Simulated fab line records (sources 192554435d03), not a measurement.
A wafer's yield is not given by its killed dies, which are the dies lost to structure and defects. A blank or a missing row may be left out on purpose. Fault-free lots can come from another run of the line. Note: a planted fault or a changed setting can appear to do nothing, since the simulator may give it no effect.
Lot-split experiment + flow n5_finfet + route with 1938 steps; 7 lots, 39 wafers read

== ABOUT THE SPLIT ==
At N5_SD_EPI_P_EPI_21 (deposits SiGe:B, time 355 s), the setting temp_c was moved away from the recipe's 550 C on 12 of the 39 wafers read, by -0.7% to +0.7%. All remaining wafers had this setting at the recipe value.

== FROM THE SPLIT TO THE READING: what the file shows between them, 7 steps ==
- N5_SD_EPI_P_HM_STRIP_48: strips SiNx in H3PO4, material SiNx, target depth 3 nm
- N5_SD_EPI_P_SRD_49: time 30 s
- N5_SD_EPI_P_PRECLEAN_24: cleans in O3/DIW, time 45 s
- N5_SD_EPI_P_PRECLEAN_32: cleans in dHF, time 10 s
- N5_SD_EPI_P_PRECLEAN_33: cleans in SC2, time 45 s
- N5_SD_ACTIVATION_RTA_00: time 0 s
- N5_SD_ACTIVATION_LSA_01: time 0.0008 s

== THE READING ==
Measured at N5_SD_ACTIVATION_RS_MEAS_03 by four-point probe: RS_SD_P, in ohm/sq. A value of 56.0 ohm/sq with a standard deviation of 0.78 ohm/sq is what fault-free wafers of this fab line usually give.

| wafer  | tool, chamber at the split | temp_c as run, C | against the recipe | RS_SD_P, ohm/sq | against lot-mates on the recipe |
|--------|----------------------------|------------------|--------------------|-----------------|---------------------------------|
| L080.1 | epi_rpcvd-01, 0            | 553.7            | +0.7%              | 50.8            | -4.8                            |
| L080.2 | epi_rpcvd-01, 0            | 550              | recipe             | 55.6            | -                               |
| L080.3 | epi_rpcvd-01, 0            | 550              | recipe             | 56.0            | -                               |
| L080.4 | epi_rpcvd-01, 0            | 553.7            | +0.7%              | 50.8            | -4.8                            |
| L080.5 | epi_rpcvd-01, 0            | 553.7            | +0.7%              | 51.3            | -4.3                            |
| L080.6 | epi_rpcvd-01, 0            | 550              | recipe             | 55.2            | -                               |
| L082.1 | epi_rpcvd-04, 0            | 550              | recipe             | 56.4            | -                               |
| L082.2 | epi_rpcvd-04, 0            | 550              | recipe             | 55.3            | -                               |
| L082.3 | epi_rpcvd-04, 0            | 550              | recipe             | 55.8            | -                               |
| L082.4 | epi_rpcvd-04, 0            | 546.1            | -0.7%              | 61.1            | +5.3                            |
| L082.5 | epi_rpcvd-04, 0            | 546.1            | -0.7%              | 61.7            | +5.9                            |
| L082.6 | epi_rpcvd-04, 0            | 546.1            | -0.7%              | 61.6            | +5.8                            |
| L086.2 | epi_rpcvd-02, 0            | 550              | recipe             | 56.1            | -                               |
| L086.4 | epi_rpcvd-02, 0            | 550              | recipe             | 57.0            | -                               |
| L086.6 | epi_rpcvd-02, 0            | 550              | recipe             | 56.1            | -                               |
| L087.1 | epi_rpcvd-04, 0            | 550              | recipe             | 54.5            | -                               |
| L087.2 | epi_rpcvd-04, 0            | 550              | recipe             | 54.1            | -                               |
| L087.3 | epi_rpcvd-04, 0            | 550              | recipe             | 54.8            | -                               |
| L087.4 | epi_rpcvd-04, 0            | 550              | recipe             | 54.4            | -                               |
| L087.5 | epi_rpcvd-04, 0            | 550              | recipe             | 53.2            | -                               |
| L087.6 | epi_rpcvd-04, 0            | 550              | recipe             | 54.4            | -                               |
| L089.1 | epi_rpcvd-01, 0            | 552.3            | +0.4%              | 52.9            | -2.9                            |
| L089.2 | epi_rpcvd-01, 0            | 550              | recipe             | 55.3            | -                               |
| L089.3 | epi_rpcvd-01, 0            | 550              | recipe             | 55.9            | -                               |
| L089.4 | epi_rpcvd-01, 0            | 552.3            | +0.4%              | 53.0            | -2.8                            |
| L089.5 | epi_rpcvd-01, 0            | 552.3            | +0.4%              | 52.2            | -3.6                            |
| L089.6 | epi_rpcvd-01, 0            | 550              | recipe             | 56.2            | -                               |
| L090.1 | epi_rpcvd-04, 0            | 550              | recipe             | 55.8            | -                               |
| L090.2 | epi_rpcvd-04, 0            | 550              | recipe             | 56.3            | -                               |
| L090.3 | epi_rpcvd-04, 0            | 550              | recipe             | 56.6            | -                               |
| L090.4 | epi_rpcvd-04, 0            | 550              | recipe             | 57.4            | -                               |
| L090.5 | epi_rpcvd-04, 0            | 550              | recipe             | 55.9            | -                               |
| L090.6 | epi_rpcvd-04, 0            | 550              | recipe             | 56.4            | -                               |
| L091.1 | epi_rpcvd-04, 0            | 546.7            | -0.6%              | 59.8            | +4.4                            |
| L091.2 | epi_rpcvd-04, 0            | 546.7            | -0.6%              | 59.4            | +4.0                            |
| L091.3 | epi_rpcvd-04, 0            | 550              | recipe             | 55.3            | -                               |
| L091.4 | epi_rpcvd-04, 0            | 550              | recipe             | 55.2            | -                               |
| L091.5 | epi_rpcvd-04, 0            | 550              | recipe             | 55.7            | -                               |
| L091.6 | epi_rpcvd-04, 0            | 546.7            | -0.6%              | 60.3            | +4.9                            |

THE FIT
A straight line over all 39 wafers: RS_SD_P changes by -7.39 ohm/sq for each +1% of temp_c; r = -0.95; the points scatter about the line by 0.83 ohm/sq.
The same after taking each lot's own level away (the mean of its wafers on the recipe; 39 wafers): -7.42 ohm/sq for each +1%; r = -0.99; scatter 0.44 ohm/sq.
The reading moves by 5.3 ohm/sq for the largest change in temp_c, on that fit.
The lots' own levels span 54.23 to 56.40 ohm/sq, that is 2.8 times the standard deviation above.
The two slopes agree, so the slope changes little with the lot-to-lot level.
Check: for one of the wafers moved furthest among these (-0.7%), held out of the fit, the line's prediction against its lot-mates is +5.32 ohm/sq. Against them it came out at +5.27 ohm/sq.

== OTHER SPLITS ON THESE WAFERS ==
Other splits were also applied to these wafers ahead of the reading. Each is held against what the fit with the lots' levels taken away leaves over:
| other split on the same wafers        | wafers away from the commonest value | r with RS_SD_P (lot level and that fit taken away) |
|---------------------------------------|--------------------------------------|----------------------------------------------------|
| N5_FIN_CUT_CUT_ETCH_15 target_depth_a | 15                                   | -0.12                                              |
| N5_SD_EPI_P_ETCH_36 bias_w            | 18                                   | +0.28                                              |

== THE WHOLE CHAIN: every reading that the file lists as answering this split, in the file's order ==
| step                        | what it does                 | reading                                                                           | change (the file's fit)              | r (the file's) |
|-----------------------------|------------------------------|-----------------------------------------------------------------------------------|--------------------------------------|----------------|
| N5_SD_EPI_P_EPI_21          | deposits SiGe:B, time 355 s  | SiGe-B_of_SD_EPI_P_EPI_21.thk_nm (the simulator's own value, which no gauge read) | +7.4 nm for each +1% of the setting  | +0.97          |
| N5_SD_EPI_P_PRECLEAN_24     | cleans in O3/DIW, time 45 s  | SiGe-B_of_SD_EPI_P_EPI_21.thk_nm (the simulator's own value, which no gauge read) | +7.33 nm for each +1% of the setting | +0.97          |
| N5_SD_ACTIVATION_RS_MEAS_03 | measures by four-point-probe | RS_SD_P                                                                           | -7.41 for each +1% of the setting    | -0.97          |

== THE FILE'S OWN FIT ==
RS_SD_P changes by -7.41 ohm/sq for each +1% of temp_c, r = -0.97.
